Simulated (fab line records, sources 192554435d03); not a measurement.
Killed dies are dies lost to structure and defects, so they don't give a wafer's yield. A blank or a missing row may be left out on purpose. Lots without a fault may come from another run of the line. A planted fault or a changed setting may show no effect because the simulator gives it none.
Problem report in the 8D (eight disciplines) form, filled by code | flow n5_finfet | the parts of the form that need people (team, actions taken, sign-off) are left out

1. THE PROBLEM
barrier_field_endpoint_s at N5_BEOL_M7_CMP_52 reads a mean of 16.9 s on 4 wafers of 3 lots; wafers without a fault read 29.2 s with a standard deviation of 0.73. That is -17 standard deviations from the usual mean.
The step: polishes, stops on SiCOH lowk, t overpolish 6.9 s, target thk 80 nm.
First seen on wafer L768.5, day 10 15:49, on cmp-02. The record holds 37 wafers of 13 lots with a number at this step. Rule for "out", or "out of limits": more than 4 standard deviations from the usual mean. The other wafers with a number count as sound.

2. WHAT IT IS AND WHAT IT IS NOT
question                    | is                                           | is not
which readings at this step | barrier_field_endpoint_s, time_to_endpoint_s | motor_current_A, overpolish_run_s
which lots                  | L768, L772, L773                             | L762, L774, L775, L777, L778, L780, L782, L783, L784, L785
which wafers of those lots  | L768.5, L772.5, L773.3, L773.5               | L768.4, L772.6, L773.6
read on which tools         | cmp-02                                       | cmp-01, cmp-04
when                        | from day 10 15:49                            | up to then (4 sound wafers); but 29 sound wafers of L772, L773, L774, L775, L777, L778, L780, L782, L783, L784, L785 came after

3. SUSPECTS, AND WHAT RULES EACH OUT
Counting: a tool at a process step up to the reading stays a suspect if it ran every lot that is out. Sound lots after the first of them don't rule it out here, since some wafers of a struck lot are sound.
- cmp-02 at N5_BEOL_M7_CMP_52 (polishes, stops on SiCOH lowk, t overpolish 6.9 s, target thk 80 nm): kept. It ran every lot that is out, first L768 (day 10 15:49); its last sound lot up to then is L762 (day 9 06:15). Its own readings are out on those wafers: barrier_field_endpoint_s, time_to_endpoint_s.
Left after counting: cmp-02 at N5_BEOL_M7_CMP_52.

4. THE CAUSE (what the simulator had put in)
Process parameter drift: cmp-02, from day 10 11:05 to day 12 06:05, at N5_BEOL_M7_CMP_52. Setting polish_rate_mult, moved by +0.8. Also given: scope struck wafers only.
Counting left only this tool.

5. THE CHAIN OF EFFECTS, in route order
Each row: a reading whose mean over the struck wafers that have a number lies more than 3 standard deviations from the usual. Only readings for which the record gives a usual standard deviation are gone through. hours: the time from each lot's start at the first step in this table that gives one to its start at this step, as a median over the lots. sigmas: the change in usual standard deviations.
hours | step              | reading                  | usual  | on struck wafers | change | sigmas
0     | N5_BEOL_M7_CMP_52 | barrier_field_endpoint_s | 29.2 s | 16.9             | -12.3  | -17
0     | N5_BEOL_M7_CMP_52 | time_to_endpoint_s       | 63.9 s | 37.7             | -26.2  | -9.4
The process steps in it:
- N5_BEOL_M7_CMP_52: polishes, stops on SiCOH lowk, t overpolish 6.9 s, target thk 80 nm.

6. WHAT WOULD HAVE CAUGHT IT SOONER
In this record the first reading out of limits was taken at day 10 15:49, 5 hours after the fault began at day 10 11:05.
